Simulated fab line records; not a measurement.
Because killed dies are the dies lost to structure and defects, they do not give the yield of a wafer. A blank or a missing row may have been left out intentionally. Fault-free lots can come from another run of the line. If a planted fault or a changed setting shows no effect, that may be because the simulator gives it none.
What tool caused it?    flow n5 finfet    Sampling: 24 lots, 72 wafers, 5 of 1938 route steps

== WHAT THE GAUGES SHOWED, per wafer ==
N5_MOL_CONTACT_COAG_CD_MEAS_40 targets a cd of 25.1 nm.
lot   measured      on         cd nm (nm)
L074  day 5 10:04   cd sem-01  25.09 25.01 24.58
L075  day 5 10:56   cd sem-03  25.08 25.09 24.84
L076  day 5 17:18   cd sem-03  25.06 25.19 24.98
L077  day 5 21:19   cd sem-02  24.66 24.94 25.31
L078  day 6 04:51   cd sem-02  24.99 25.31 25.41
L079  day 6 09:31   cd sem-02  24.96 24.93 24.98
L080  day 6 17:49   cd sem-03  24.64 25.22 25.08
L081  day 6 20:47   cd sem-03  24.84 25.25 25.06
L082  day 7 03:41   cd sem-02  25.33 25.19 24.98
L083  day 7 09:01   cd sem-01  24.72 24.91 24.85
L084  day 7 16:25   cd sem-03  24.96 24.89 24.98
L085  day 8 04:50   cd sem-02  24.86 25.00 24.49
L086  day 8 06:52   cd sem-03  25.07 25.11 25.08
L087  day 8 07:02   cd sem-01  25.01 25.24 25.14
L088  day 8 17:56   cd sem-02  25.46 24.86 25.14
L089  day 8 20:49   cd sem-02  24.97 25.06 25.02
L090  day 9 06:33   cd sem-02  25.41 24.86 25.35
L091  day 9 08:01   cd sem-02  25.10 24.92 25.45
L092  day 9 16:34   cd sem-03  25.44 25.04 25.16
L093  day 9 20:04   cd sem-01  25.28 24.92 25.22
L094  day 10 01:36  cd sem-03  25.17 25.18 24.99
L095  day 10 15:57  cd sem-02  25.20 25.15 25.30
L097  day 10 19:19  cd sem-02  25.43 25.18 25.05
L096  day 11 00:54  cd sem-01  25.03 25.02 25.05

N5_BEOL_M0_SAQP_CD_MEAS_14 targets a cd of 42.5 nm.
lot   measured      on         cd nm (nm)
L074  day 5 16:44   cd sem-02  42.57 42.44 42.51
L075  day 5 19:37   cd sem-02  42.66 42.52 42.40
L076  day 6 00:38   cd sem-03  42.51 42.75 42.79
L077  day 6 04:55   cd sem-03  42.52 42.28 42.17
L078  day 6 12:35   cd sem-03  42.12 42.19 41.99
L079  day 6 18:35   cd sem-01  42.95 42.77 42.67
L080  day 7 00:27   cd sem-01  42.18 42.62 42.16
L081  day 7 04:34   cd sem-02  42.81 42.14 42.46
L082  day 7 11:14   cd sem-02  42.53 42.66 42.36
L083  day 7 15:27   cd sem-01  42.98 43.00 42.29
L084  day 7 23:32   cd sem-03  42.22 42.55 42.61
L085  day 8 11:53   cd sem-02  42.55 42.14 42.65
L086  day 8 13:56   cd sem-03  42.33 42.42 42.70
L087  day 8 14:06   cd sem-03  42.62 42.24 42.85
L088  day 9 01:03   cd sem-01  42.57 42.51 42.92
L089  day 9 03:23   cd sem-02  42.38 42.25 42.27
L090  day 9 15:05   cd sem-02  41.96 42.67 42.53
L091  day 9 16:22   cd sem-02  42.73 42.25 42.48
L092  day 9 23:34   cd sem-01  42.75 42.12 42.42
L093  day 10 02:20  cd sem-02  42.67 42.71 42.47
L094  day 10 11:22  cd sem-01  42.62 42.37 42.49
L095  day 10 22:35  cd sem-02  42.18 42.84 42.09
L097  day 11 02:13  cd sem-02  42.04 42.13 42.33
L096  day 11 08:26  cd sem-02  41.66 42.27 42.48

== EACH LOT AND THE TOOL THAT RAN IT (in order: tool; ch and the chambers of the sampled wafers; start) ==
lot   N5_MOL_CONTACT_COAG_ETCH_124        N5_MOL_CONTACT_COAG_CVD_140    N5_BEOL_M0_SAQP_PECVD_97
L074  rie diel-01 ch 1,2,3, day 5 11:11   cvd w-01 ch 1, day 5 11:39     pecvd-04 ch 0,2, day 5 16:07
L075  rie diel-01 ch 2,3, day 5 11:42     cvd w-02 ch 0,1, day 5 12:14   pecvd-04 ch 1,2, day 5 18:59
L076  rie diel-01 ch 1,2, day 5 17:56     cvd w-02 ch 0,1, day 5 18:23   pecvd-03 ch 1,2, day 6 00:01
L077  rie diel-05 ch 1,3, day 5 22:02     cvd w-02 ch 0,1, day 5 22:29   pecvd-03 ch 1,2, day 6 04:18
L078  rie diel-01 ch 1,2,3, day 6 05:34   cvd w-02 ch 0,1, day 6 06:06   pecvd-04 ch 0,2, day 6 12:05
L079  rie diel-02 ch 0,1,3, day 6 10:08   cvd w-01 ch 1, day 6 10:35     pecvd-01 ch 0,1,2, day 6 18:06
L080  rie diel-02 ch 0,2, day 6 18:26     cvd w-01 ch 0,1, day 6 18:59   pecvd-01 ch 1,2, day 6 23:49
L081  rie diel-02 ch 1,2, day 6 21:25     cvd w-01 ch 0,1, day 6 21:52   pecvd-04 ch 1,2, day 7 04:04
L082  rie diel-02 ch 2,3, day 7 04:43     cvd w-01 ch 0,1, day 7 05:11   pecvd-04 ch 0,1,2, day 7 10:44
L083  rie diel-02 ch 0,1,2, day 7 10:08   cvd w-01 ch 0,1, day 7 10:37   pecvd-03 ch 0,1, day 7 14:58
L084  rie diel-05 ch 1,2, day 7 17:02     cvd w-01 ch 0,1, day 7 17:34   pecvd-01 ch 0,1,2, day 7 22:54
L085  rie diel-05 ch 0,1, day 8 05:27     cvd w-02 ch 0,1, day 8 05:59   pecvd-04 ch 0,1,2, day 8 11:15
L086  rie diel-01 ch 0,1,2, day 8 07:43   cvd w-01 ch 0,1, day 8 08:16   pecvd-03 ch 0,2, day 8 13:16
L087  rie diel-05 ch 0,1, day 8 07:56     cvd w-02 ch 0,1, day 8 08:29   pecvd-01 ch 0,1, day 8 13:20
L088  rie diel-05 ch 0,3, day 8 18:34     cvd w-01 ch 0, day 8 19:01     pecvd-03 ch 0,2, day 9 00:21
L089  rie diel-01 ch 1,2,3, day 8 21:26   cvd w-01 ch 0,1, day 8 21:53   pecvd-01 ch 0,1, day 9 02:43
L090  rie diel-02 ch 1,2, day 9 07:13     cvd w-02 ch 0,1, day 9 07:41   pecvd-03 ch 1,2, day 9 14:35
L091  rie diel-01 ch 1,2, day 9 08:38     cvd w-01 ch 0,1, day 9 09:06   pecvd-01 ch 0,1,2, day 9 15:52
L092  rie diel-01 ch 1,2, day 9 17:22     cvd w-02 ch 0,1, day 9 17:53   pecvd-04 ch 0,1, day 9 22:55
L093  rie diel-02 ch 0,1, day 9 20:41     cvd w-02 ch 0,1, day 9 21:09   pecvd-03 ch 0,2, day 10 01:43
L094  rie diel-05 ch 0,1,3, day 10 02:56  cvd w-01 ch 0,1, day 10 03:23  pecvd-04 ch 0,1, day 10 10:49
L095  rie diel-01 ch 0,2,3, day 10 16:41  cvd w-02 ch 0,1, day 10 17:08  pecvd-01 ch 0,2, day 10 21:54
L097  rie diel-05 ch 1,2, day 10 19:57    cvd w-02 ch 0,1, day 10 20:29  pecvd-01 ch 0,2, day 11 01:34
L096  rie diel-01 ch 0,2, day 11 01:46    cvd w-01 ch 0,1, day 11 02:13  pecvd-04 ch 0,2, day 11 07:56
- N5_MOL_CONTACT_COAG_ETCH_124: etches SiNx in CH3F/O2, stops on SiOC, target depth 6.5 nm.
- N5_MOL_CONTACT_COAG_CVD_140: deposits W, target thk 66.5 nm, time 215 s.
- N5_BEOL_M0_SAQP_PECVD_97: deposits SiNx from SiH4/NH3/N2, target thk 23 nm, time 19.9 s.

== AS READ BY THE TOOLS THEMSELVES (means over the sampled wafers that have a number; for cases with no such wafer, the mark the record gives instead) ==
N5_MOL_CONTACT_COAG_ETCH_124.
lot   tool         drypump motor current A (A)  oes_o_777_au (a.u.)  oes product au (a.u.)  rf vpp V (V)  showerhead plenum p Torr (Torr)  throttle valve pct (%)
L074  rie diel-01  5.3                          0.77                 0.66                   299.7         2.01                             16.46
L075  rie diel-01  5.5                          0.77                 0.66                   301.4         2.06                             16.43
L076  rie diel-01  5.1                          0.76                 0.65                   298.4         1.98                             16.42
L077  rie diel-05  5.7                          0.77                 0.67                   298.5         1.93                             16.26
L078  rie diel-01  5.3                          0.76                 0.66                   300.2         2.01                             16.48
L079  rie diel-02  5.7                          0.73                 0.63                   300.4         2.04                             16.57
L080  rie diel-02  6.2                          0.69                 0.58                   298.8         2.00                             16.70
L081  rie diel-02  6.1                          0.80                 0.69                   297.1         2.09                             16.52
L082  rie diel-02  5.9                          0.69                 0.59                   296.2         2.05                             16.62
L083  rie diel-02  6.1                          0.74                 0.62                   299.0         2.04                             16.63
L084  rie diel-05  5.2                          0.82                 0.70                   298.4         1.93                             16.14
L085  rie diel-05  5.3                          0.80                 0.69                   299.7         1.95                             16.30
L086  rie diel-01  5.5                          0.74                 0.64                   297.1         1.97                             16.55
L087  rie diel-05  5.3                          0.80                 0.69                   298.8         1.95                             16.31
L088  rie diel-05  5.7                          0.70                 0.60                   299.5         1.96                             16.50
L089  rie diel-01  5.4                          0.75                 0.64                   300.6         2.00                             16.53
L090  rie diel-02  6.4                          0.73                 0.62                   296.1         2.07                             16.65
L091  rie diel-01  5.2                          0.75                 0.65                   298.9         1.94                             16.57
L092  rie diel-01  5.2                          0.75                 0.65                   298.8         1.94                             16.57
L093  rie diel-02  5.8                          0.86                 0.74                   300.8         2.05                             16.41
L094  rie diel-05  5.6                          0.74                 0.63                   298.9         1.94                             16.41
L095  rie diel-01  5.7                          0.73                 0.62                   299.5         2.01                             16.54
L097  rie diel-05  5.2                          0.79                 0.67                   298.1         1.92                             16.20
L096  rie diel-01  5.9                          0.71                 0.61                   298.2         1.98                             16.58

N5_MOL_CONTACT_COAG_CVD_140.
lot   tool      heater power w (W)
L074  cvd w-01  453
L075  cvd w-02  454
L076  cvd w-02  449
L077  cvd w-02  449
L078  cvd w-02  457
L079  cvd w-01  462
L080  cvd w-01  466
L081  cvd w-01  458
L082  cvd w-01  473
L083  cvd w-01  465
L084  cvd w-01  470
L085  cvd w-02  443
L086  cvd w-01  464
L087  cvd w-02  453
L088  cvd w-01  467
L089  cvd w-01  472
L090  cvd w-02  450
L091  cvd w-01  467
L092  cvd w-02  464
L093  cvd w-02  457
L094  cvd w-01  474
L095  cvd w-02  446
L097  cvd w-02  463
L096  cvd w-01  468

N5_BEOL_M0_SAQP_PECVD_97.
lot   tool      heater power w (W)  showerhead plenum p Torr (Torr)  throttle valve pct (%)
L074  pecvd-04  594                 5.05                             39.2
L075  pecvd-04  478                 5.15                             39.0
L076  pecvd-03  558                 5.19                             37.9
L077  pecvd-03  575                 5.20                             37.9
L078  pecvd-04  561                 5.04                             39.2
L079  pecvd-01  546                 5.06                             40.5
L080  pecvd-01  553                 5.06                             38.0
L081  pecvd-04  518                 5.09                             39.3
L082  pecvd-04  536                 5.11                             38.8
L083  pecvd-03  560                 5.15                             42.3
L084  pecvd-01  508                 5.06                             40.6
L085  pecvd-04  540                 5.11                             38.9
L086  pecvd-03  522                 5.14                             38.9
L087  pecvd-01  547                 5.03                             40.2
L088  pecvd-03  523                 5.16                             37.3
L089  pecvd-01  523                 5.03                             42.6
L090  pecvd-03  600                 5.20                             38.2
L091  pecvd-01  548                 5.05                             40.7
L092  pecvd-04  554                 5.13                             38.3
L093  pecvd-03  569                 5.17                             37.2
L094  pecvd-04  531                 5.13                             38.4
L095  pecvd-01  540                 5.05                             43.3
L097  pecvd-01  563                 5.09                             41.4
L096  pecvd-04  558                 5.06                             37.2

== THE ANSWER, worked out from the rows above alone ==
Rule: usual is defined by the lots themselves. Put in order of their means at a reading, lots are off if they are a third of the lots or fewer, leave a main group of 4 or more, and stand apart from it by a gap of 3 or more times the standard deviation of the main group's means; of several such gaps the widest counts. A main group is skipped when, at the precision printed for the reading in the tables above, its means are all equal. A lot without any number at a reading at which 4 lots or more have one is off too. All remaining lots with rows at the step are treated as sound. After the gauges, taken in route order, come the tools' own readings; for these a lot's mean is taken, as printed above. At the first step where some lot is off, the reading lying furthest off is the one used; lots without a number count as furthest.
Nothing can be told from this: no lot is off at any reading shown.

== WHAT WAS PUT IN BY THE SIMULATOR ==
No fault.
